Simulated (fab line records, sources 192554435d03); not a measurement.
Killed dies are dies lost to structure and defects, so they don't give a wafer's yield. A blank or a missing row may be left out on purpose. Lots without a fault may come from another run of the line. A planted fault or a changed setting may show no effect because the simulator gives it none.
Which tool did it? | flow n5_finfet | 10 lots, 30 wafers sampled, at 1 step of a route of 1938

WHAT THE GAUGES READ, wafer by wafer
N5_BEOL_M10_CD_MEAS_11: target cd 64.1 nm. Usual: cd_nm 64.3 nm, standard deviation 0.7.
lot  | measured     | on        | cd_nm (nm)     | flag
L221 | day 12 02:00 | cd_sem-03 | 63.2 63.3 64.1 |
L223 | day 12 17:32 | cd_sem-03 | 64.0 63.1 62.6 |
L228 | day 13 09:14 | cd_sem-03 | 64.3 65.7 65.8 |
L230 | day 13 18:17 | cd_sem-02 | 64.6 64.5 65.2 |
L229 | day 13 22:20 | cd_sem-01 | 64.9 63.1 64.7 |
L234 | day 15 03:02 | cd_sem-01 | 64.5 65.0 64.6 |
L236 | day 15 14:02 | cd_sem-01 | 64.0 63.2 64.5 |
L237 | day 16 02:44 | cd_sem-01 | 64.3 63.2 62.4 |
L238 | day 16 06:14 | cd_sem-02 | 64.4 64.4 63.6 |
L239 | day 16 09:45 | cd_sem-02 | 63.9 64.4 63.7 |

WHICH TOOL RAN EACH LOT (tool, then ch and the chambers of the sampled wafers, then the start)
The record holds no process step before these readings.

WHAT THE TOOLS THEMSELVES READ (means of the sampled wafers that have a number; where no wafer has one, the mark that the record gives instead)
The record holds no such reading with a usual standard deviation.

THE ANSWER, worked out from the rows above alone
Rule: a lot is off if the mean of its wafers that have a number lies more than 3 standard deviations from the usual mean. A lot without any number at a reading at which 4 lots or more have one is off too. The other lots that the step has rows for count as sound. The gauges are gone through in route order, then the tools' own readings, and for those a lot's mean is taken as printed above. The first step at which some lot is off is used, and at that step the reading that is off furthest; a lot without a number counts as furthest.
No lot is off at any reading shown: from this, nothing can be told.

WHAT THE SIMULATOR HAD PUT IN
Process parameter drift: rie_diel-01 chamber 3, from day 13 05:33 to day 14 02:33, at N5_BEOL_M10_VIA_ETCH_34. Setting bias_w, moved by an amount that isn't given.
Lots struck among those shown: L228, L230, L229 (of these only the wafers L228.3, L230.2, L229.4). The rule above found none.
